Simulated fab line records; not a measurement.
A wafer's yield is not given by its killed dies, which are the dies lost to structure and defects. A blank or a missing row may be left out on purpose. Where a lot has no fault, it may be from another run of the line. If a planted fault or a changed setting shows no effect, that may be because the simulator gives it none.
fab line records	flow nandHarc
record lots=5	wafers=15	lastDay=32
route steps=1302 shown A_CONTACT@1046 END@1302
lots that met no fault: taken from a fault-free run of the same line
startH: start of the lot's first displayed wafer, in hours after the record's first day	waitH: hours since the lot's step before	" unchanged from the row above	L1.1+2: a single row standing in for several wafers	- value missing, or start not given	* or withheld: withheld	< > ~ a bound
route shown NAME@n: NAME is a module with steps in the file, n the number in the route of the first one	usual: the fault-free wafers' mean and standard deviation	same: alike in all rows	chamber/n: place in a boat	sites: the reading at each site	_std_site: standard deviation of those values	_edge_site: outer sites' mean less inner sites'	radiusMm: for every site, how far away it sits from the centre of the wafer	mask NAME#n: copy n	behind: the tool/chamber that last shaped the wafer	hold: what put the lot on hold/how long, in hours/how the hold closed	device: the transistor (n, p or np) that didn't switch	end of line: tests of these same wafers at the route's end	a step given without rows: its recipe and nothing more	killed: the dies lost at the first sort to structure and to defects; this is not the yield of the wafer	map: a wafer's dies, x killed, . not, _ none there
set.NAME: the setting the step ran with; set.NAME@STEP: the setting that earlier step ran with	model.NAME: the simulator's own value behind a step, which no gauge read
a table for each step, a row for each wafer; lots at some steps of the route
services: a tool's chamber out of use, with start hour (startH, from the record's first day; less than 0 if before it), hours out, and reason
## steps
# step NHARC_A_CONTACT_ETCH_78
# recipe targetDepthA=53000	overEtchFrac=0.3	timeS=1378	ionEnergyEv=150	o2FlowSccm=400	cosFlowSccm=20	arFlowSccm=0	rfW=500	biasW=300	chemistry=O2/COS
# step NHARC_A_CONTACT_ETCH_124
# recipe sourceW=withheld	pressureMtorr=20	biasV=withheld	timeS=140	targetDepthA=7000	arFlowSccm=withheld	c4f8FlowSccm=withheld	o2FlowSccm=withheld	chemistry=C4F8/O2/Ar
lot.wafer	tool	chamber	startH	waitH	rfHoursCounterH
L562.1	harCapEtch-01	1	517.03	-	0
L562.2	"	0	"	"	0
L562.3	"	0	"	"	-
L564.1	harCapEtch-02	1	535.93	-	94
L564.3	"	0	"	"	-
L564.5	"	1	"	"	-
L574.1	harCapEtch-02	0	636.59	-	112
L574.4	"	1	"	"	-
L574.3	"	0	"	"	-
L580.2	harCapEtch-03	1	694.52	-	73
L580.5	"	1	"	"	-
L580.6	"	0	"	"	-
L582.1	harCapEtch-02	1	706.40	-	126
L582.3	"	0	"	"	-
L582.4	"	1	"	"	-
# step NHARC_A_CONTACT_ETCH_125
# recipe sourceW=withheld	pressureMtorr=20	biasV=3000	timeS=197	targetDepthA=19180	arFlowSccm=withheld	c4f8FlowSccm=withheld	o2FlowSccm=withheld	chemistry=C4F8/O2/Ar
# step NHARC_A_CONTACT_ETCH_126
# recipe sourceW=withheld	pressureMtorr=20	biasV=3000	timeS=197	targetDepthA=19180	arFlowSccm=withheld	c4f8FlowSccm=withheld	o2FlowSccm=withheld	chemistry=C4F8/O2/Ar
lot.wafer	tool	chamber	startH	waitH	rfHoursCounterH
L562.1	harCapEtch-01	1	517.41	0.1	0
L562.2	"	0	"	"	0
L562.3	"	0	"	"	-
L564.1	harCapEtch-02	1	536.30	0.1	94
L564.3	"	0	"	"	-
L564.5	"	1	"	"	-
L574.1	harCapEtch-02	0	636.97	0.1	112
L574.4	"	1	"	"	-
L574.3	"	0	"	"	-
L580.2	harCapEtch-03	1	694.90	0.1	74
L580.5	"	1	"	"	-
L580.6	"	0	"	"	-
L582.1	harCapEtch-02	1	706.77	0.1	126
L582.3	"	0	"	"	-
L582.4	"	1	"	"	-
# step NHARC_A_CONTACT_ETCH_127
# recipe sourceW=withheld	pressureMtorr=20	biasV=3000	timeS=197	targetDepthA=19180	arFlowSccm=withheld	c4f8FlowSccm=withheld	o2FlowSccm=withheld	chemistry=C4F8/O2/Ar
# step NHARC_A_CONTACT_ETCH_128
# recipe sourceW=withheld	pressureMtorr=20	biasV=3000	timeS=197	targetDepthA=19180	arFlowSccm=withheld	c4f8FlowSccm=withheld	o2FlowSccm=withheld	chemistry=C4F8/O2/Ar
# step NHARC_A_CONTACT_ETCH_129
# recipe sourceW=withheld	pressureMtorr=20	biasV=3000	timeS=197	targetDepthA=19180	arFlowSccm=withheld	c4f8FlowSccm=withheld	o2FlowSccm=withheld	chemistry=C4F8/O2/Ar
lot.wafer	tool	chamber	startH	waitH	rfHoursCounterH
L562.1	harCapEtch-01	1	517.94	0.1	1
L562.2	"	0	"	"	1
L562.3	"	0	"	"	-
L564.1	harCapEtch-02	1	536.83	0.1	94
L564.3	"	0	"	"	-
L564.5	"	1	"	"	-
L574.1	harCapEtch-02	0	637.50	0.1	113
L574.4	"	1	"	"	-
L574.3	"	0	"	"	-
L580.2	harCapEtch-03	1	695.43	0.1	74
L580.5	"	1	"	"	-
L580.6	"	0	"	"	-
L582.1	harCapEtch-02	1	707.30	0.1	127
L582.3	"	0	"	"	-
L582.4	"	1	"	"	-
# step NHARC_A_CONTACT_ETCH_130
# recipe sourceW=withheld	pressureMtorr=20	biasV=3000	timeS=197	targetDepthA=19180	arFlowSccm=withheld	c4f8FlowSccm=withheld	o2FlowSccm=withheld	chemistry=C4F8/O2/Ar
# step NHARC_A_CONTACT_ETCH_131
# recipe sourceW=withheld	pressureMtorr=20	biasV=3000	timeS=197	targetDepthA=19180	arFlowSccm=withheld	c4f8FlowSccm=withheld	o2FlowSccm=withheld	chemistry=C4F8/O2/Ar
lot.wafer	tool	chamber	startH	waitH	rfHoursCounterH
L562.1	harCapEtch-01	1	518.29	0.1	1
L562.2	"	0	"	"	1
L562.3	"	0	"	"	-
L564.1	harCapEtch-02	1	537.19	0.1	95
L564.3	"	0	"	"	-
L564.5	"	1	"	"	-
L574.1	harCapEtch-02	0	637.86	0.1	113
L574.4	"	1	"	"	-
L574.3	"	0	"	"	-
L580.2	harCapEtch-03	1	695.78	0.1	74
L580.5	"	1	"	"	-
L580.6	"	0	"	"	-
L582.1	harCapEtch-02	1	707.65	0.1	127
L582.3	"	0	"	"	-
L582.4	"	1	"	"	-
# step NHARC_A_CONTACT_ETCH_132
# recipe sourceW=withheld	pressureMtorr=20	biasV=3000	timeS=197	targetDepthA=19240	arFlowSccm=withheld	c4f8FlowSccm=withheld	o2FlowSccm=withheld	chemistry=C4F8/O2/Ar
lot.wafer	tool	chamber	startH	waitH	rfHoursCounterH
L562.1	harCapEtch-01	1	518.46	0.1	1
L562.2	"	0	"	"	1
L562.3	"	0	"	"	-
L564.1	harCapEtch-02	1	537.37	0.1	95
L564.3	"	0	"	"	-
L564.5	"	1	"	"	-
L574.1	harCapEtch-02	0	638.03	0.1	113
L574.4	"	1	"	"	-
L574.3	"	0	"	"	-
L580.2	harCapEtch-03	1	695.96	0.1	75
L580.5	"	1	"	"	-
L580.6	"	0	"	"	-
L582.1	harCapEtch-02	1	707.83	0.1	127
L582.3	"	0	"	"	-
L582.4	"	1	"	"	-
# step NHARC_A_CONTACT_ETCH_133
# recipe sourceW=withheld	pressureMtorr=20	biasV=400	timeS=374	targetDepthA=16100	arFlowSccm=withheld	c4f8FlowSccm=11.5	o2FlowSccm=7.2	chemistry=C4F8/O2/Ar
# step NHARC_A_CONTACT_ETCH_91
# recipe targetDepthA=400	overEtchFrac=0.5	timeS=85.7	ionEnergyEv=120	ch3fFlowSccm=50	o2FlowSccm=30	arFlowSccm=200	rfW=500	biasW=100	chemistry=CH3F/O2
# step NHARC_A_CONTACT_ETCH_97
# recipe targetDepthA=200	overEtchFrac=0.5	timeS=10	ionEnergyEv=250	c4f6FlowSccm=25	o2FlowSccm=20	arFlowSccm=500	rfW=600	biasW=500	chemistry=C4F6/O2
# usual drypumpMotorCurrentA=5.8/0.52	oesProductAu=0.954/0.02	rfVppV=547/3	showerheadPlenumPTorr=3.93/0.14	throttleValvePct=26.904/0.0088
lot.wafer	tool	chamber	startH	waitH	drypumpMotorCurrentA	oesProductAu	rfHoursCounterH	rfVppV	showerheadPlenumPTorr	throttleValvePct
L562.2	rieDiel-09	1	519.56	-	6.6	0.943	3	545	3.83	26.900
L562.1	"	2	"	"	5.1	0.935	2	546	3.86	26.904
L562.3	"	3	"	"	5.4	0.941	1	549	4.05	26.913
L564.1	rieDiel-09	1	538.44	-	6.5	0.941	6	546	3.83	26.903
L564.3	"	2	"	"	5.1	0.940	4	545	3.86	26.909
L564.5	"	0	"	"	6.4	0.942	-	549	4.05	26.908
L574.1	rieDiel-09	3	639.11	-	5.5	0.763	23	549	4.03	26.915
L574.3	"	0	"	"	6.4	0.930	19	549	4.04	26.902
L574.4	"	1	"	"	6.6	0.938	20	545	3.82	26.907
L580.2	rieDiel-08	2	697.12	-	5.5	0.963	45	544	3.72	26.902
L580.5	"	1	"	"	6.0	0.956	-	552	4.16	26.898
L580.6	"	2	"	"	5.4	0.961	-	543	3.72	26.895
L582.1	rieDiel-09	2	708.90	-	5.1	0.929	5	545	3.84	26.906
L582.4	"	3	"	"	5.5	0.945	6	549	4.03	26.907
L582.3	"	0	"	"	6.4	0.942	6	548	4.04	26.908
# step NHARC_A_CONTACT_CD_MEAS_80
# usual cdNm=289.7/0.74
lot.wafer	tool	chamber	startH	waitH	cdNm
L562.1	cdSem-03	-	519.64	-	289.5
L562.2	"	-	"	"	289.7
L562.3	"	-	"	"	289.8
L564.1	cdSem-01	-	538.52	-	289.2
L564.3	"	-	"	"	289.4
L564.5	"	-	"	"	288.8
L574.1	cdSem-01	-	639.19	-	290.0
L574.3	"	-	"	"	289.9
L574.4	"	-	"	"	290.0
L580.2	cdSem-03	-	697.20	-	290.5
L580.5	"	-	"	"	290.3
L580.6	"	-	"	"	289.7
L582.1	cdSem-03	-	708.98	-	289.9
L582.3	"	-	"	"	289.6
L582.4	"	-	"	"	289.9
# step NHARC_END_SORT_01
# recipe tempC=25
# usual killedAtArray=60/21	killedAtOther=1.0/1.2	killedAtPeriphery=4.2/2.8	killedDies=65/20	killedOpen=3.1/1.8	killedShort=2.6/1.6
# same grossDies=677
lot.wafer	tool	chamber	startH	waitH	hold	killedAtArray	killedAtOther	killedAtPeriphery	killedDies	killedOpen	killedShort
L562.1	prober-02	0	570.31	2.5	-	49	0	8	57	5	2
L562.2	prober-02	0	571.11	2.8	-	57	2	6	65	6	0
L562.3	prober-02	0	571.92	3.1	-	46	3	9	58	3	4
L564.1	prober-02	0	592.62	2.5	-	59	2	9	70	3	1
L564.3	prober-02	0	594.25	3.1	-	62	2	7	71	4	3
L564.5	prober-02	0	595.87	3.8	-	81	0	6	87	4	4
L574.1	prober-02	0	693.43	2.5	awaitDispo/1.8h/release	323	1	4	328	3	5
L574.3	prober-02	0	695.03	3.1	awaitDispo/1.8h/release	53	0	4	57	3	2
L574.4	prober-02	0	695.84	3.4	awaitDispo/1.8h/release	46	0	3	49	4	1
L580.2	prober-01	0	764.03	2.8	-	93	0	3	96	4	5
L580.5	prober-01	0	766.43	3.7	-	74	0	7	81	4	2
L580.6	prober-01	0	767.23	4.0	-	78	2	8	88	3	2
L582.1	prober-02	0	772.71	2.5	-	78	2	1	81	2	7
L582.3	prober-02	0	774.32	3.1	-	72	1	4	77	1	3
L582.4	prober-02	0	775.12	3.4	-	48	3	6	57	5	1
# killed by level:class
L562.1 A_CHANNEL_HOLE_D2:chamberFilmFlake=36 P_GATE:chamberFilmFlake=6 A_CONTACT:chamberFilmFlake=6 A_M0:geometricParticle:open=2 P_M0:geometricParticle:open=1 A_CHANNEL_FILL_D1:geometricParticle:short=1 A_DECK1_JOINT:geometricParticle:short=1 A_ONON_D2:geometricParticle:open=1
L562.2 A_CHANNEL_HOLE_D2:chamberFilmFlake=39 P_GATE:chamberFilmFlake=5 A_STAIRCASE:chamberFilmFlake=5 A_CONTACT:chamberFilmFlake=3 A_BLC:chamberFilmFlake=3 THIN_TSV:chamberFilmFlake=2 P_GATE:geometricParticle:open=1 A_ONON_D1:geometricParticle:open=1
L562.3 A_CHANNEL_HOLE_D2:chamberFilmFlake=28 P_GATE:chamberFilmFlake=8 A_CONTACT:chamberFilmFlake=5 THIN_TSV:chamberFilmFlake=3 A_CHANNEL_HOLE_D1:chamberFilmFlake=2 A_CHANNEL_FILL_D1:chamberFilmFlake=2 A_STAIRCASE:chamberFilmFlake=2 P_M2:geometricParticle:open=1
L564.1 A_CHANNEL_HOLE_D1:chamberFilmFlake=25 A_CHANNEL_HOLE_D2:chamberFilmFlake=23 P_GATE:chamberFilmFlake=8 A_CONTACT:chamberFilmFlake=3 A_STAIRCASE:chamberFilmFlake=2 THIN_TSV:chamberFilmFlake=2 A_SOURCE_PLATE:geometricParticle:open=1 A_CHANNEL_HOLE_D2:geometricParticle:short=1
L564.3 A_CHANNEL_HOLE_D1:chamberFilmFlake=28 A_CHANNEL_HOLE_D2:chamberFilmFlake=26 P_GATE:chamberFilmFlake=4 A_CONTACT:chamberFilmFlake=4 P_GATE:geometricParticle:short=1 P_M0:geometricParticle:open=1 P_M2:geometricParticle:short=1 A_DECK1_JOINT:geometricParticle:open=1
L564.5 A_CHANNEL_HOLE_D1:chamberFilmFlake=33 A_CHANNEL_HOLE_D2:chamberFilmFlake=32 A_CONTACT:chamberFilmFlake=7 P_GATE:chamberFilmFlake=4 A_STAIRCASE:chamberFilmFlake=2 P_CONTACT:geometricParticle:short=1 P_M0:geometricParticle:open=1 A_ONON_D1:geometricParticle:short=1
L574.1 A_CONTACT:areaEtch=270 A_CHANNEL_HOLE_D1:chamberFilmFlake=30 A_CONTACT:chamberFilmFlake=8 A_SLIT:chamberFilmFlake=3 A_STAIRCASE:chamberFilmFlake=3 A_WL_FILL:chamberFilmFlake=2 P_CONTACT:geometricParticle:short=1 P_M2:geometricParticle:short=1
L574.3 A_CHANNEL_HOLE_D1:chamberFilmFlake=34 A_CONTACT:chamberFilmFlake=7 A_SLIT:chamberFilmFlake=4 A_STAIRCASE:chamberFilmFlake=3 P_STI:chamberFilmFlake=2 P_M1:geometricParticle:open=1 A_ONON_D1:geometricParticle:open=1 A_ONON_D2:geometricParticle:short=1
L574.4 A_CHANNEL_HOLE_D1:chamberFilmFlake=30 A_CONTACT:chamberFilmFlake=6 A_CHANNEL_FILL_D2:geometricParticle:open=2 A_SLIT:chamberFilmFlake=2 A_SOURCE_PLATE:geometricParticle:short=1 A_DECK1_JOINT:geometricParticle:open=1 A_M0:geometricParticle:open=1 P_ZERO_WELL:chamberFilmFlake=1
L580.2 A_CHANNEL_HOLE_D1:chamberFilmFlake=37 A_SLIT:chamberFilmFlake=35 A_CHANNEL_FILL_D1:chamberFilmFlake=4 A_WL_FILL:chamberFilmFlake=4 A_CONTACT:chamberFilmFlake=3 P_GATE:chamberFilmFlake=2 A_DECK1_JOINT:chamberFilmFlake=2 P_CONTACT:geometricParticle:short=1
L580.5 A_CHANNEL_HOLE_D1:chamberFilmFlake=34 A_SLIT:chamberFilmFlake=19 A_CONTACT:chamberFilmFlake=9 P_GATE:chamberFilmFlake=4 A_CHANNEL_FILL_D1:chamberFilmFlake=3 A_STAIRCASE:chamberFilmFlake=3 A_CHANNEL_FILL_D1:geometricParticle:open=2 P_GATE:geometricParticle:open=1
L580.6 A_SLIT:chamberFilmFlake=36 A_CHANNEL_HOLE_D1:chamberFilmFlake=31 A_CONTACT:chamberFilmFlake=6 P_GATE:chamberFilmFlake=3 A_STAIRCASE:chamberFilmFlake=3 P_M2:geometricParticle:open=2 P_BONDPAD:chamberFilmFlake=2 P_CONTACT:geometricParticle:open=1
L582.1 A_SLIT:chamberFilmFlake=28 A_CHANNEL_HOLE_D2:chamberFilmFlake=23 A_CHANNEL_HOLE_D1:chamberFilmFlake=12 A_CONTACT:chamberFilmFlake=5 A_WL_FILL:geometricParticle:short=2 THIN_TSV:chamberFilmFlake=2 P_STI:geometricParticle:short=1 A_SOURCE_PLATE:geometricParticle:open=1
L582.3 A_SLIT:chamberFilmFlake=31 A_CHANNEL_HOLE_D2:chamberFilmFlake=15 A_CHANNEL_HOLE_D1:chamberFilmFlake=14 A_CONTACT:chamberFilmFlake=6 P_GATE:chamberFilmFlake=4 A_ONON_D2:geometricParticle:short=2 A_STAIRCASE:chamberFilmFlake=2 A_CHANNEL_HOLE_D2:geometricParticle:short=1
L582.4 A_SLIT:chamberFilmFlake=16 A_CHANNEL_HOLE_D1:chamberFilmFlake=14 A_CHANNEL_HOLE_D2:chamberFilmFlake=10 THIN_TSV:chamberFilmFlake=3 A_CONTACT:chamberFilmFlake=3 P_M0:geometricParticle:open=2 A_WL_FILL:chamberFilmFlake=2 P_GATE:geometricParticle:open=1
# map L574.1 (x killed, . not)
____________.____________
_________......x_________
_______...x.x....._______
______..x.xx..x....______
_____x.xx...x...xxxx_____
____xxxxxxx..x.......____
____xxxxxxx..xx..x...____
___..xxxxxxx.....x.x..___
___xx.xxxxx.xx..xxx.x.___
__...xxxx.xxx..xx....xx__
__x.xxxx..xxxxxxxx.x..x__
_...xxxxxxxxx...xxx.x.x._
_.xxxxxxxxx..xxxxx.xx.xx_
_...xx.xx.xx.xxxx.xx.xx._
_.xxx.x.xx..xxxxx..x..x._
_.x..xx...x.xx...x.x...x_
....x......xx..xxxxxxxx..
.....xxx.xx...xxxx.x.xx.x
.x...xxxxx...xxx.x...x...
.xxx..xxx.xx.xxx..xx....x
x.x.....x.xxxxxxx...xx.xx
_...x.....x.xxx....x..x._
_xxxx.xxxx..xxxxxxx.x.xx_
_..x.xxx.xxxxxxx..xx.x.._
_...x.x..xxx.xx..xx....._
_...x.x..xxxx.xxx..xx..._
__..xxxx.xxx.x.xx.x....__
__.x.....xxx.xx.xxx....__
___....xxxxx..x.xx..x.___
___.xxx.xxxx..xx......___
____....x.........x.x____
____..x....x..x.x.x.x____
_____..x.......x..x._____
______.x..x.....x..______
_______...x.x.x..._______
_________....x.._________
____________.____________
# map L562.2 (x killed, . not)
____________.____________
_________......._________
_______..x........_______
______............x______
_____..x............_____
____.........x.......____
____..........xx..x..____
___.............xxx...___
___.......xxx...xx....___
__............x.xxx....__
__...........x.xxx.....__
_..............x.xxx...._
_.............x.xxx.x..._
_....x.......x.xxxxx.x.x_
_.............xxxxxx...._
_............x....x.x..._
.........................
....................x....
.........................
.....................x...
.......................x.
_......................._
_......................._
_...........x...xx......_
_......................._
_............x........x._
__................x....__
__.....................__
___.......x...........___
___..........x........___
____.................____
____.x.........x.....____
_____.........x....._____
______..x..........______
_______..........._______
_________......._________
____________.____________
## services
tool	chamber	startH	hours	kind
harCapEtch-01	-	497.00	17.0	pm
harCapEtch-01	0	497.00	17.0	ventCycle
harCapEtch-01	1	497.00	17.0	ventCycle
rieDiel-09	2	497.25	9.1	repair
rieDiel-09	-	497.34	9.0	pm
rieDiel-09	0	497.34	9.0	ventCycle
rieDiel-09	1	497.34	9.0	ventCycle
rieDiel-09	3	497.34	9.0	ventCycle
rieDiel-09	0	506.34	-	clean
rieDiel-09	1	506.34	-	clean
rieDiel-09	3	506.34	-	clean
harCapEtch-01	0	514.00	-	clean
harCapEtch-01	1	514.00	-	clean
rieDiel-09	0	530.84	-	clean
rieDiel-08	-	544.93	9.0	pm
rieDiel-09	0	581.81	9.6	repair
rieDiel-09	1	587.72	7.1	repair
rieDiel-08	0	589.91	4.2	repair
harCapEtch-03	-	615.84	2.5	repair
rieDiel-08	0	648.43	6.6	repair
harCapEtch-03	-	672.17	0.1	repair
harCapEtch-02	-	672.76	0.7	repair
rieDiel-09	-	674.34	9.0	pm
harCapEtch-01	-	698.50	0.9	repair
## key
firstSign step=NHARC_A_CONTACT_ETCH_97	reading=oesProductAu	direction=down	sigmas=9.8	usual=0.954	struck=0.763
effect step=NHARC_END_SORT_01	reading=killedDies	direction=up	sigmas=13	usual=65	struck=328
moreKillsBornAt NHARC_A_CONTACT_ETCH_97@rieDiel-09=270
metAt NHARC_A_CONTACT_ETCH_97
struckWafers L574.1
testerLeftOut L574
onsetBetween 519.56 639.11
fault kind=processParameterDrift	tool=rieDiel-09	chamber=3	onsetH=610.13	steps=NHARC_A_CONTACT_ETCH_97	channel=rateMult	offset=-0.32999	shape=step	endH=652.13
# testerLeftOut: of these lots the tester's yield and bins aren't shown, on N5 and GAA mostly nor the transistor test; their killed dies are dies lost to structure and defects alone, not to doping, threshold or leakage, so they don't give the yield
